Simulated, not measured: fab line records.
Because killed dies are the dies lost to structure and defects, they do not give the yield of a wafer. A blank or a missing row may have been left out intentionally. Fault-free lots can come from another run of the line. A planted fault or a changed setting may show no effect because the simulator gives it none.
Chamber matching    flow nand-harc    4 sister chambers for NHARC_P_BONDPAD_STRIP_15 on rie-diel-12
The step strips in O2. 14 wafers are shown with their chamber, then 7 later ones without.

## WAFERS PAIRED WITH THEIR CHAMBERS
wafer   chamber  showerhead-plenum-p-Torr (Torr)  drypump-motor-current-A (A)  oes-product-au (a.u.)
L101.1  3        3.31                             4.8                          1.010
L101.2  0        3.74                             5.9                          0.993
L101.4  3        3.31                             4.8                          1.003
L106.1  0        3.73                             5.9                          1.004
L106.4  2        3.59                             6.0                          1.004
L106.6  3        3.31                             4.8                          1.002
L107.1  2        3.59                             6.0                          0.998
L107.4  3        3.30                             4.8                          0.995
L107.5  3        3.31                             4.8                          1.004
L110.1  1        3.47                             5.5                          0.996
L110.3  3        3.30                             4.9                          0.992
L110.6  0        3.73                             5.9                          0.989
L108.1  2        3.59                             5.9                          1.001
L108.4  1        3.47                             5.5                          0.997

SIGNATURES, as means of the wafers listed above
reading                   chamber 0  chamber 1  chamber 2  chamber 3  scatter within a chamber
showerhead-plenum-p-Torr  3.7333     3.4700     3.5900     3.3067     0.00447
drypump-motor-current-A   5.900      5.500      5.967      4.817      0.0387
oes-product-au            0.99533    0.99650    1.00100    1.00100    0.00593
Rule: for a wafer and a chamber, the distance is found by dividing, reading by reading, the gap between the wafer's reading and the chamber's mean by the reading's scatter, squaring, summing and taking the root. If the next closest chamber is less than 2 further off than the closest, the wafer can't be placed; otherwise it belongs to the closest. The scatter: take each reading less its chamber's mean, square it, sum over the shown wafers, divide by the number of wafers less the number of chambers, and take the root.

## WAFERS WHOSE CHAMBER IS MISSING
wafer   showerhead-plenum-p-Torr (Torr)  drypump-motor-current-A (A)  oes-product-au (a.u.)
L108.5  3.30                             4.9                          1.002
L116.1  3.59                             6.0                          0.985
L116.2  3.47                             5.5                          0.985
L116.5  3.30                             4.9                          0.997
L120.4  3.47                             5.5                          0.977
L120.5  3.47                             5.5                          0.993
L120.6  3.73                             5.9                          1.019

## WHICH CHAMBER EACH ONE RAN IN
wafer   from the rows above  in truth
L108.5  3                    3
L116.1  2                    2
L116.2  1                    1
L116.5  3                    3
L120.4  1                    1
L120.5  1                    1
L120.6  0                    0
Placed correctly: 7 of 7. From these rows, 0 cannot be placed. Number placed wrongly: 0.
